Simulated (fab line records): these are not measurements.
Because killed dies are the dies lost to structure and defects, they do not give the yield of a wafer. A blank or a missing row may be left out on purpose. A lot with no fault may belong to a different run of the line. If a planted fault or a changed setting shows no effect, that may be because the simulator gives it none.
Which tool did it? / flow n5Finfet / 24 lots, 72 wafers sampled, at 4 steps of a route of 1938

WHAT THE GAUGES SHOWED, per wafer
N5_BEOL_M1_RS_MEAS_58: a four-point-probe measurement. Usual: M1_RS typically reads 0.66 ohm/sq, with standard deviation 0.036.
lot=L074; measured=day 6 09:35; on=filmMetro-01; M1_RS (ohm/sq)=0.66 0.67 0.64; flag=
lot=L075; measured=day 6 23:52; on=filmMetro-02; M1_RS (ohm/sq)=0.67 0.72 0.64; flag=
lot=L076; measured=day 7 17:07; on=filmMetro-01; M1_RS (ohm/sq)=0.69 0.64 0.67; flag=
lot=L077; measured=day 7 17:41; on=filmMetro-01; M1_RS (ohm/sq)=0.69 0.71 0.74; flag=
lot=L078; measured=day 7 21:10; on=filmMetro-01; M1_RS (ohm/sq)=0.66 0.66 0.68; flag=
lot=L079; measured=day 7 21:43; on=filmMetro-01; M1_RS (ohm/sq)=0.74 0.76 0.68; flag=
lot=L080; measured=day 8 09:25; on=filmMetro-02; M1_RS (ohm/sq)=0.66 0.61 0.63; flag=
lot=L081; measured=day 8 09:41; on=filmMetro-01; M1_RS (ohm/sq)=0.73 0.66 0.63; flag=
lot=L082; measured=day 8 23:50; on=filmMetro-01; M1_RS (ohm/sq)=0.68 0.62 0.63; flag=
lot=L083; measured=day 9 00:03; on=filmMetro-02; M1_RS (ohm/sq)=0.68 0.69 0.67; flag=
lot=L084; measured=day 9 00:26; on=filmMetro-02; M1_RS (ohm/sq)=0.69 0.69 0.60; flag=
lot=L085; measured=day 9 04:08; on=filmMetro-02; M1_RS (ohm/sq)=0.69 0.67 0.66; flag=
lot=L086; measured=day 10 02:21; on=filmMetro-02; M1_RS (ohm/sq)=0.65 0.63 0.62; flag=
lot=L087; measured=day 10 02:37; on=filmMetro-02; M1_RS (ohm/sq)=0.63 0.68 0.62; flag=
lot=L089; measured=day 10 05:59; on=filmMetro-01; M1_RS (ohm/sq)=0.68 0.61 0.59; flag=
lot=L088; measured=day 10 16:50; on=filmMetro-01; M1_RS (ohm/sq)=0.68 0.69 0.66; flag=
lot=L091; measured=day 10 20:43; on=filmMetro-01; M1_RS (ohm/sq)=0.64 0.66 0.64; flag=
lot=L090; measured=day 11 01:32; on=filmMetro-02; M1_RS (ohm/sq)=0.64 0.62 0.61; flag=
lot=L092; measured=day 11 05:03; on=filmMetro-01; M1_RS (ohm/sq)=0.68 0.62 0.62; flag=
lot=L093; measured=day 11 12:34; on=filmMetro-02; M1_RS (ohm/sq)=0.68 0.61 0.64; flag=
lot=L094; measured=day 11 18:52; on=filmMetro-01; M1_RS (ohm/sq)=0.69 0.63 0.61; flag=
lot=L095; measured=day 12 00:14; on=filmMetro-02; M1_RS (ohm/sq)=0.65 0.73 0.63; flag=
lot=L096; measured=day 12 05:20; on=filmMetro-01; M1_RS (ohm/sq)=0.65 0.63 0.64; flag=
lot=L097; measured=day 12 12:59; on=filmMetro-01; M1_RS (ohm/sq)=0.70 0.67 0.79; flag=

WHAT TOOL EACH LOT RAN ON (gives the tool, then ch and the chambers of the sampled wafers, and finally the start)
lot=L074; N5_BEOL_M1_ANNEAL_89=pvdSputter-03, day 6 05:57; N5_BEOL_M1_ANNEAL_51=rtpAnneal-01 ch 0, day 6 08:44; N5_BEOL_M1_PRE_CLEAN_60=cvdCo-02 ch 0,2, day 6 09:21
lot=L075; N5_BEOL_M1_ANNEAL_89=pvdSputter-03, day 6 18:21; N5_BEOL_M1_ANNEAL_51=rtpAnneal-01 ch 0, day 6 23:01; N5_BEOL_M1_PRE_CLEAN_60=cvdCo-01 ch 0,2, day 6 23:38
lot=L076; N5_BEOL_M1_ANNEAL_89=pvdSputter-02, day 7 12:22; N5_BEOL_M1_ANNEAL_51=rtpAnneal-01 ch 0, day 7 16:16; N5_BEOL_M1_PRE_CLEAN_60=cvdCo-02 ch 0,1,2, day 7 16:54
lot=L077; N5_BEOL_M1_ANNEAL_89=pvdSputter-01, day 7 12:28; N5_BEOL_M1_ANNEAL_51=rtpAnneal-01 ch 0, day 7 16:50; N5_BEOL_M1_PRE_CLEAN_60=cvdCo-01 ch 1,2, day 7 17:28
lot=L078; N5_BEOL_M1_ANNEAL_89=pvdSputter-02, day 7 15:38; N5_BEOL_M1_ANNEAL_51=rtpAnneal-01 ch 0, day 7 20:08; N5_BEOL_M1_PRE_CLEAN_60=cvdCo-01 ch 0,2, day 7 20:57
lot=L079; N5_BEOL_M1_ANNEAL_89=pvdSputter-01, day 7 15:43; N5_BEOL_M1_ANNEAL_51=rtpAnneal-01 ch 0, day 7 20:35; N5_BEOL_M1_PRE_CLEAN_60=cvdCo-01 ch 1,2, day 7 21:29
lot=L080; N5_BEOL_M1_ANNEAL_89=pvdSputter-03, day 8 00:25; N5_BEOL_M1_ANNEAL_51=rtpAnneal-01 ch 0, day 8 08:36; N5_BEOL_M1_PRE_CLEAN_60=cvdCo-02 ch 0,1, day 8 09:11
lot=L081; N5_BEOL_M1_ANNEAL_89=pvdSputter-01, day 8 01:14; N5_BEOL_M1_ANNEAL_51=rtpAnneal-01 ch 0, day 8 08:50; N5_BEOL_M1_PRE_CLEAN_60=cvdCo-01 ch 1,2, day 8 09:28
lot=L082; N5_BEOL_M1_ANNEAL_89=pvdSputter-02, day 8 21:59; N5_BEOL_M1_ANNEAL_51=rtpAnneal-01 ch 0, day 8 22:59; N5_BEOL_M1_PRE_CLEAN_60=cvdCo-02 ch 0,1, day 8 23:37
lot=L083; N5_BEOL_M1_ANNEAL_89=pvdSputter-03, day 8 22:11; N5_BEOL_M1_ANNEAL_51=rtpAnneal-02 ch 0, day 8 23:11; N5_BEOL_M1_PRE_CLEAN_60=cvdCo-01 ch 0,1, day 8 23:49
lot=L084; N5_BEOL_M1_ANNEAL_89=pvdSputter-01, day 8 22:35; N5_BEOL_M1_ANNEAL_51=rtpAnneal-01 ch 0, day 8 23:37; N5_BEOL_M1_PRE_CLEAN_60=cvdCo-01 ch 0,1,2, day 9 00:12
lot=L085; N5_BEOL_M1_ANNEAL_89=pvdSputter-03, day 9 02:04; N5_BEOL_M1_ANNEAL_51=rtpAnneal-01 ch 0, day 9 03:10; N5_BEOL_M1_PRE_CLEAN_60=cvdCo-01 ch 1,2, day 9 03:55
lot=L086; N5_BEOL_M1_ANNEAL_89=pvdSputter-03, day 10 00:30; N5_BEOL_M1_ANNEAL_51=rtpAnneal-01 ch 0, day 10 01:30; N5_BEOL_M1_PRE_CLEAN_60=cvdCo-01 ch 0,1,2, day 10 02:08
lot=L087; N5_BEOL_M1_ANNEAL_89=pvdSputter-02, day 10 00:42; N5_BEOL_M1_ANNEAL_51=rtpAnneal-01 ch 0, day 10 01:49; N5_BEOL_M1_PRE_CLEAN_60=cvdCo-02 ch 1,2, day 10 02:24
lot=L089; N5_BEOL_M1_ANNEAL_89=pvdSputter-02, day 10 03:54; N5_BEOL_M1_ANNEAL_51=rtpAnneal-01 ch 0, day 10 05:01; N5_BEOL_M1_PRE_CLEAN_60=cvdCo-02 ch 0,1, day 10 05:46
lot=L088; N5_BEOL_M1_ANNEAL_89=pvdSputter-01, day 10 14:58; N5_BEOL_M1_ANNEAL_51=rtpAnneal-02 ch 0, day 10 15:58; N5_BEOL_M1_PRE_CLEAN_60=cvdCo-01 ch 0,2, day 10 16:35
lot=L091; N5_BEOL_M1_ANNEAL_89=pvdSputter-01, day 10 18:52; N5_BEOL_M1_ANNEAL_51=rtpAnneal-02 ch 0, day 10 19:57; N5_BEOL_M1_PRE_CLEAN_60=cvdCo-02 ch 0,2, day 10 20:29
lot=L090; N5_BEOL_M1_ANNEAL_89=pvdSputter-01, day 10 23:41; N5_BEOL_M1_ANNEAL_51=rtpAnneal-02 ch 0, day 11 00:41; N5_BEOL_M1_PRE_CLEAN_60=cvdCo-01 ch 0,2, day 11 01:19
lot=L092; N5_BEOL_M1_ANNEAL_89=pvdSputter-01, day 11 03:12; N5_BEOL_M1_ANNEAL_51=rtpAnneal-02 ch 0, day 11 04:17; N5_BEOL_M1_PRE_CLEAN_60=cvdCo-01 ch 1,2, day 11 04:50
lot=L093; N5_BEOL_M1_ANNEAL_89=pvdSputter-02, day 11 10:43; N5_BEOL_M1_ANNEAL_51=rtpAnneal-02 ch 0, day 11 11:48; N5_BEOL_M1_PRE_CLEAN_60=cvdCo-01 ch 0,2, day 11 12:20
lot=L094; N5_BEOL_M1_ANNEAL_89=pvdSputter-02, day 11 16:51; N5_BEOL_M1_ANNEAL_51=rtpAnneal-01 ch 0, day 11 18:01; N5_BEOL_M1_PRE_CLEAN_60=cvdCo-01 ch 0,1,2, day 11 18:39
lot=L095; N5_BEOL_M1_ANNEAL_89=pvdSputter-03, day 11 22:17; N5_BEOL_M1_ANNEAL_51=rtpAnneal-02 ch 0, day 11 23:26; N5_BEOL_M1_PRE_CLEAN_60=cvdCo-01 ch 1,2, day 12 00:01
lot=L096; N5_BEOL_M1_ANNEAL_89=pvdSputter-01, day 12 03:29; N5_BEOL_M1_ANNEAL_51=rtpAnneal-02 ch 0, day 12 04:29; N5_BEOL_M1_PRE_CLEAN_60=cvdCo-01 ch 1,2, day 12 05:07
lot=L097; N5_BEOL_M1_ANNEAL_89=pvdSputter-02, day 12 10:04; N5_BEOL_M1_ANNEAL_51=rtpAnneal-01 ch 0, day 12 11:49; N5_BEOL_M1_PRE_CLEAN_60=cvdCo-02 ch 0,1,2, day 12 12:46
- N5_BEOL_M1_ANNEAL_89: time 240 s.
- N5_BEOL_M1_ANNEAL_51: time 90 s.
- N5_BEOL_M1_PRE_CLEAN_60: time 15 s.

WHAT THE TOOLS THEMSELVES READ (means of the sampled wafers that have a number; where no wafer has one, the mark that the record gives instead)
N5_BEOL_M1_ANNEAL_89. Usual: heaterPowerW 824 W, standard deviation 100.
lot=L074; tool=pvdSputter-03; heaterPowerW (W)=838; flag=
lot=L075; tool=pvdSputter-03; heaterPowerW (W)=860; flag=
lot=L076; tool=pvdSputter-02; heaterPowerW (W)=882; flag=
lot=L077; tool=pvdSputter-01; heaterPowerW (W)=810; flag=
lot=L078; tool=pvdSputter-02; heaterPowerW (W)=874; flag=
lot=L079; tool=pvdSputter-01; heaterPowerW (W)=780; flag=
lot=L080; tool=pvdSputter-03; heaterPowerW (W)=788; flag=
lot=L081; tool=pvdSputter-01; heaterPowerW (W)=871; flag=
lot=L082; tool=pvdSputter-02; heaterPowerW (W)=851; flag=
lot=L083; tool=pvdSputter-03; heaterPowerW (W)=757; flag=
lot=L084; tool=pvdSputter-01; heaterPowerW (W)=831; flag=
lot=L085; tool=pvdSputter-03; heaterPowerW (W)=910; flag=
lot=L086; tool=pvdSputter-03; heaterPowerW (W)=798; flag=
lot=L087; tool=pvdSputter-02; heaterPowerW (W)=774; flag=
lot=L089; tool=pvdSputter-02; heaterPowerW (W)=846; flag=
lot=L088; tool=pvdSputter-01; heaterPowerW (W)=820; flag=
lot=L091; tool=pvdSputter-01; heaterPowerW (W)=833; flag=
lot=L090; tool=pvdSputter-01; heaterPowerW (W)=880; flag=
lot=L092; tool=pvdSputter-01; heaterPowerW (W)=811; flag=
lot=L093; tool=pvdSputter-02; heaterPowerW (W)=767; flag=
lot=L094; tool=pvdSputter-02; heaterPowerW (W)=759; flag=
lot=L095; tool=pvdSputter-03; heaterPowerW (W)=777; flag=
lot=L096; tool=pvdSputter-01; heaterPowerW (W)=848; flag=
lot=L097; tool=pvdSputter-02; heaterPowerW (W)=874; flag=

N5_BEOL_M1_ANNEAL_51. Usual: wafer_temp_C_max 225.62, standard deviation 0.22.
lot=L074 tool=rtpAnneal-01 wafer_temp_C_max=225.74 flag=
lot=L075 tool=rtpAnneal-01 wafer_temp_C_max=225.63 flag=
lot=L076 tool=rtpAnneal-01 wafer_temp_C_max=225.41 flag=
lot=L077 tool=rtpAnneal-01 wafer_temp_C_max=225.61 flag=
lot=L078 tool=rtpAnneal-01 wafer_temp_C_max=225.83 flag=
lot=L079 tool=rtpAnneal-01 wafer_temp_C_max=225.73 flag=
lot=L080 tool=rtpAnneal-01 wafer_temp_C_max=225.84 flag=
lot=L081 tool=rtpAnneal-01 wafer_temp_C_max=225.42 flag=
lot=L082 tool=rtpAnneal-01 wafer_temp_C_max=225.41 flag=
lot=L083 tool=rtpAnneal-02 wafer_temp_C_max=225.62 flag=
lot=L084 tool=rtpAnneal-01 wafer_temp_C_max=225.68 flag=
lot=L085 tool=rtpAnneal-01 wafer_temp_C_max=225.35 flag=
lot=L086 tool=rtpAnneal-01 wafer_temp_C_max=225.66 flag=
lot=L087 tool=rtpAnneal-01 wafer_temp_C_max=225.67 flag=
lot=L089 tool=rtpAnneal-01 wafer_temp_C_max=225.45 flag=
lot=L088 tool=rtpAnneal-02 wafer_temp_C_max=225.90 flag=
lot=L091 tool=rtpAnneal-02 wafer_temp_C_max=225.55 flag=
lot=L090 tool=rtpAnneal-02 wafer_temp_C_max=225.89 flag=
lot=L092 tool=rtpAnneal-02 wafer_temp_C_max=225.62 flag=
lot=L093 tool=rtpAnneal-02 wafer_temp_C_max=225.77 flag=
lot=L094 tool=rtpAnneal-01 wafer_temp_C_max=225.57 flag=
lot=L095 tool=rtpAnneal-02 wafer_temp_C_max=225.86 flag=
lot=L096 tool=rtpAnneal-02 wafer_temp_C_max=225.63 flag=
lot=L097 tool=rtpAnneal-01 wafer_temp_C_max=225.69 flag=

N5_BEOL_M1_PRE_CLEAN_60. Usual: heaterPowerW 102 W, standard deviation 27.
lot=L074; tool=cvdCo-02; heaterPowerW (W)=116; flag=
lot=L075; tool=cvdCo-01; heaterPowerW (W)=80; flag=
lot=L076; tool=cvdCo-02; heaterPowerW (W)=106; flag=
lot=L077; tool=cvdCo-01; heaterPowerW (W)=120; flag=
lot=L078; tool=cvdCo-01; heaterPowerW (W)=78; flag=
lot=L079; tool=cvdCo-01; heaterPowerW (W)=121; flag=
lot=L080; tool=cvdCo-02; heaterPowerW (W)=97; flag=
lot=L081; tool=cvdCo-01; heaterPowerW (W)=121; flag=
lot=L082; tool=cvdCo-02; heaterPowerW (W)=98; flag=
lot=L083; tool=cvdCo-01; heaterPowerW (W)=99; flag=
lot=L084; tool=cvdCo-01; heaterPowerW (W)=99; flag=
lot=L085; tool=cvdCo-01; heaterPowerW (W)=120; flag=
lot=L086; tool=cvdCo-01; heaterPowerW (W)=100; flag=
lot=L087; tool=cvdCo-02; heaterPowerW (W)=113; flag=
lot=L089; tool=cvdCo-02; heaterPowerW (W)=96; flag=
lot=L088; tool=cvdCo-01; heaterPowerW (W)=81; flag=
lot=L091; tool=cvdCo-02; heaterPowerW (W)=101; flag=
lot=L090; tool=cvdCo-01; heaterPowerW (W)=78; flag=
lot=L092; tool=cvdCo-01; heaterPowerW (W)=121; flag=
lot=L093; tool=cvdCo-01; heaterPowerW (W)=80; flag=
lot=L094; tool=cvdCo-01; heaterPowerW (W)=101; flag=
lot=L095; tool=cvdCo-01; heaterPowerW (W)=101; flag=
lot=L096; tool=cvdCo-01; heaterPowerW (W)=102; flag=
lot=L097; tool=cvdCo-02; heaterPowerW (W)=109; flag=

THE ANSWER, worked out from the rows above alone
Rule: lot off if the mean of its wafers having a number is beyond 3 standard deviations from the usual mean. Also off: a lot with no number at a reading for which 4 or more lots have one. Any other lot the step has rows for is counted as sound. Order of review: gauges by route order, followed by the tools' own readings, for which a lot's mean as printed above is used. The first step at which some lot is off is used, and at that step the reading that is off furthest; a lot without a number counts as furthest.
None of the lots is off at any reading shown; this tells nothing.

WHAT WAS PUT IN BY THE SIMULATOR
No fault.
